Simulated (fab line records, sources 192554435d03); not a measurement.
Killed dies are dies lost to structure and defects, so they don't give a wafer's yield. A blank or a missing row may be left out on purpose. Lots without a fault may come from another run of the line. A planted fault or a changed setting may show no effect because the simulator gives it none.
A struck lot beside a sound one | flow n5_finfet | 15 steps out of a route of 1938
Sound: wafers L493.1, L493.2, L493.5. Struck: wafer L507.2. (L507.1, L507.4 of the same lot were not struck and are left out.) The cause comes at the end.
At each step with rows: each side's tool, then ch and its chambers, then its first start. Under that, the readings that differ: sound wafers | struck wafers | difference of the means | sigmas: that difference in standard deviations of wafers without a fault.
alike: readings whose means differ by less than 2 such deviations, and words and numbers that are the same on both sides. not compared: withheld readings, readings that some wafer has no value for, bounds like >300 that may hide the same value, and numbers for which the record gives no deviation and whose values overlap.
The two part at a step that has a row with sigmas, a row that says differs or no value, or rows on one side only. Numbers that don't overlap but have no deviation are shown without sigmas and don't part them. A reading that every wafer of one side lacks parts them only if that side has two wafers or more.

first, 1 step without rows for these wafers: N5_HKMG_FIN_DESCUM_53 (chemistry O2, time 7.9 s).
N5_HKMG_FIN_ETCH_54: etches SiARC in CF4, target depth 45.5 nm, time 75.8 s.
  sound on rie_diel-02 ch 2,3, day 5 07:33; struck on rie_diel-03 ch 1, day 8 17:47
  reading                | sound             | struck | difference | sigmas
  throttle_valve_pct (%) | 15.33 15.72 15.36 | 16.03  | +0.56      | +2
  alike: cf4_flow_sccm, drypump_motor_current_A, etch_rf_on_time_s, oes_product_au, rf_vpp_V, showerhead_plenum_p_Torr
  not compared: rf_hours_counter_h
then, 2 steps without rows for these wafers: N5_HKMG_FIN_ETCH_55 (etches SOC in N2/H2, target depth 240 nm, time 300 s); N5_HKMG_FIN_STRIP_56 (strips in N2/H2).
N5_HKMG_FIN_STRIP_57: strips in CF4.
  sound on rie_diel-02 ch 2,3, day 5 07:47; struck on rie_diel-03 ch 1, day 8 18:02
  reading                | sound             | struck | difference | sigmas
  rf_vpp_V (V)           | 271.1 269.2 270.3 | 274.3  | +4.1       | +3
  throttle_valve_pct (%) | 13.35 13.73 13.35 | 13.97  | +0.49      | +2
  alike: cf4_flow_sccm, drypump_motor_current_A, oes_product_au, showerhead_plenum_p_Torr
  not compared: rf_hours_counter_h
N5_HKMG_FIN_ETCH_58: etches SOC in N2/H2, target depth 215.8 nm, time 741 s.
  sound on rie_diel-02 ch 2,3, day 5 07:49; struck on rie_diel-03 ch 1, day 8 18:03
  reading                | sound             | struck | difference | sigmas
  throttle_valve_pct (%) | 17.54 17.74 17.53 | 18.38  | +0.78      | +3
  alike: drypump_motor_current_A, oes_product_au, rf_vpp_V, showerhead_plenum_p_Torr
  not compared: rf_hours_counter_h
N5_HKMG_FIN_STRIP_93: strips SOC in N2/H2, time 20 s.
  sound on rie_diel-02 ch 2,3, day 5 08:14; struck on rie_diel-03 ch 1, day 8 18:28
  reading                | sound          | struck | difference | sigmas
  throttle_valve_pct (%) | 18.7 19.0 18.7 | 20.1   | +1.3       | +3
  alike: drypump_motor_current_A, oes_product_au, rf_vpp_V, showerhead_plenum_p_Torr
  not compared: rf_hours_counter_h
then, 1 step without rows for these wafers: N5_HKMG_FIN_WET_ETCH_76 (etches Al2O3 in dNH4OH, stops on La2O3, target depth 2.25 nm, rinse time 30 s).
N5_HKMG_FIN_STRIP_60: strips in N2/H2, time 360 s.
  sound on plasma_asher-02 ch 0,1, day 5 08:26; struck on plasma_asher-01 ch 1, day 8 18:38
  alike: drypump_motor_current_A, heater_power_w
  not compared: rf_hours_counter_h
then, 3 steps without rows for these wafers: N5_HKMG_FIN_WET_ETCH_77 (etches La2O3 in dHCl, stops on HfO2, target depth 2 nm); N5_HKMG_FIN_WET_ETCH_78 (etches Al2O3 in dNH4OH, stops on La2O3, target depth 4.5 nm, rinse time 30 s); N5_HKMG_FIN_ALD_79 (deposits TiN, target thk 1.5 nm, pulse time 1 s, purge time 3 s).
N5_HKMG_FIN_CVD_62: deposits a-Si from Si2H6, target thk 3 nm, time 20.8 s.
  sound on thermal_cvd_si-01 ch 0,1,2, day 5 09:21; struck on thermal_cvd_si-01 ch 0, day 8 19:29
  reading                                   | sound   | struck | difference | sigmas
  model.a-Si_of_HKMG_FIN_CVD_62.thk_nm (nm) | 3 3 2.8 | 1.8    | -1.1       |
  alike: heater_power_w
  not compared: since_wet_clean_h
then, 1 step without rows for these wafers: N5_HKMG_FIN_RTA_80 (time 2 s).
-- the record jumps here: 5 days lie between the struck wafers' starts before and after (it left off in module HKMG_FIN and takes up again in module BEOL_M4, whose first step shown is number 1111 of the route) --
N5_BEOL_M4_RC_MEAS_101:
  sound on prober-02 ch 0, day 10 16:11; struck on prober-02 ch 0, day 14 05:03
  alike: DIBL_N, DIBL_P, IOFF_N, IOFF_P, ION_N, ION_P, SS_N, SS_P, VT_N, VT_P

WHERE THEY PART
First at N5_HKMG_FIN_ETCH_54; last, within this record, at N5_HKMG_FIN_STRIP_93. Later steps at which nothing parts them and some readings are alike: N5_HKMG_FIN_STRIP_60, N5_HKMG_FIN_CVD_62, N5_BEOL_M4_RC_MEAS_101.

WHY: what the simulator had put in
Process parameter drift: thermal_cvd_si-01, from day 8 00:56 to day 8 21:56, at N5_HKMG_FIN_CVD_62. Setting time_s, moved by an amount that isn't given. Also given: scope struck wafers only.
